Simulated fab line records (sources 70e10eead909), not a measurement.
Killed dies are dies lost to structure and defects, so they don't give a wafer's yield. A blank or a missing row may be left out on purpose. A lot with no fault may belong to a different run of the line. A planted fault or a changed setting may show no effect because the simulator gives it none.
Matching of chambers ; flow nand-harc ; rie-diel-11 running NHARC_P_BONDPAD_STRIP_15: 4 sister chambers
The step strips in O2. 4 wafers are shown with their chamber, then 8 later ones without.

EACH WAFER AND ITS CHAMBER
wafer;chamber;drypump-motor-current-A (A)
L919.1;3;5.9
L924.4;0;6.1
L924.6;2;5.5
L932.1;1;5.0

WAFERS WITH NO CHAMBER GIVEN
wafer;drypump-motor-current-A (A)
L932.4;5.9
L932.6;6.0
L934.1;6.0
L934.2;5.5
L934.6;6.0
L936.2;6.1
L936.3;5.0
L936.5;5.9

THE CHAMBER EACH PASSED THROUGH
wafer;from the rows above;in truth
L932.4;3;3
L932.6;can't be placed: 0 or 3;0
L934.1;can't be placed: 0 or 3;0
L934.2;2;2
L934.6;can't be placed: 0 or 3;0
L936.2;0;0
L936.3;1;1
L936.5;3;3
Correctly placed: 5 of 8. Cannot be placed on the basis of these rows: 3; the candidates contain the true chamber in 3. 0 placed wrongly.
How it was worked out, from the rows above alone: a wafer's distance from a chamber is the root of the sum, over the readings, of the square of ((its reading less the chamber's mean) divided by the reading's scatter). If the next closest chamber is less than 2 further off than the closest, the wafer can't be placed; otherwise it belongs to the closest. The mean given for a chamber averages the wafers shown for that chamber. The scatter (one wafer shown for each chamber): square how far every hidden wafer sits from the nearest shown wafer, average those squares and take the square root.
